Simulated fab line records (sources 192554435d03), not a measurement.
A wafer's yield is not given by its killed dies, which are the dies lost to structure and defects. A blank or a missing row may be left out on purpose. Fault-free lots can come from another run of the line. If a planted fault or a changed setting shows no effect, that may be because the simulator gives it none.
Split-lot study	flow n5-finfet	7 lots, 21 wafers read, on a route of 1938 steps

## THE SPLIT ITSELF
At N5_FIN_CUT_ETCH_21 (etches SOC in N2/H2, target depth 219 nm, overetch 43.8 nm, time 523.5 s), the setting bias-w was moved away from the recipe's 61 W on 5 of the 21 wafers read, by -9.3% to +16.9%. The other wafers ran this setting at the recipe's value.

Reading taken at the split's own step.

## THE READING
rf-vpp-V, in V, at N5_FIN_CUT_ETCH_21 (etches SOC in N2/H2, target depth 219 nm, overetch 43.8 nm, time 523.5 s). On this fab line, fault-free wafers typically give 241.3 V with a standard deviation of 1.1 V.

wafer	tool, chamber at the split	bias-w as run, W	against the recipe	rf-vpp-V, V	against lot-mates on the recipe
L076.1	rie-diel-06, 3	55.35	-9.3%	227.3	-14.3
L076.2	rie-diel-06, 2	55.35	-9.3%	226.3	-15.3
L076.4	rie-diel-06, 0	61	recipe	241.6	-
L079.1	rie-diel-01, 2	61	recipe	240.6	-
L079.3	rie-diel-01, 1	61	recipe	241.6	-
L079.6	rie-diel-01, 0	61	recipe	241.0	-
L083.3	rie-diel-06, 1	61	recipe	241.3	-
L083.5	rie-diel-06, 0	61	recipe	243.3	-
L083.6	rie-diel-06, 3	65.87	+8.0%	251.8	+9.5
L088.2	rie-diel-01, 3	55.4	-9.2%	227.9	-14.5
L088.3	rie-diel-01, 0	61	recipe	243.3	-
L088.4	rie-diel-01, 1	61	recipe	241.5	-
L091.1	rie-diel-06, 3	61	recipe	240.5	-
L091.4	rie-diel-06, 2	61	recipe	240.8	-
L091.5	rie-diel-06, 2	71.31	+16.9%	266.8	+26.2
L096.3	rie-diel-01, 2	61	recipe	240.9	-
L096.5	rie-diel-01, 0	61	recipe	241.6	-
L096.6	rie-diel-01, 2	61	recipe	238.7	-
L097.2	rie-diel-05, 3	61	recipe	240.4	-
L097.4	rie-diel-05, 0	61	recipe	242.0	-
L097.5	rie-diel-05, 2	61	recipe	240.5	-

FIT RESULTS
A straight line over all 21 wafers: rf-vpp-V changes by +1.5 V for each +1% of bias-w; r = +0.99; the points scatter about the line by 1.1 V.
The same after taking each lot's own level away (the mean of its wafers on the recipe; 21 wafers): +1.53 V for each +1%; r = +0.99; scatter 0.99 V.
That fit puts the effect of the largest move of bias-w on the reading at 26 V.
Across the lots, their own levels run from 240.40 to 242.40 V, a range of 1.8 times the standard deviation given above.
So the lot-to-lot level changes the slope little: the two slopes agree.
Check: +25 V against its lot-mates is what the line predicts for one of the wafers moved furthest among these (+16.9%) when that wafer is left out of the fit. Against them it came out at +26.2 V.
Tool readings at the split's step, against how far the setting was moved: rf-vpp-V r = +0.99.

## THE OTHER SPLITS THESE WAFERS WENT THROUGH
These wafers also went through other splits before the reading. Each is held against what the fit with the lots' levels taken away leaves over:
other split on the same wafers	wafers away from the commonest value	r with rf-vpp-V (lot level and that fit taken away)
N5_PMOS_HMC_CHANNEL_EPI_EXPOSE_06 dose-mj	5	+0.00
N5_PMOS_HMC_CHANNEL_EPI_PEB_07 peb-temp-c	8	-0.09

## THE FILE'S OWN FIT
rf-vpp-V changes by +1.52 V for each +1% of bias-w, r = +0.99.
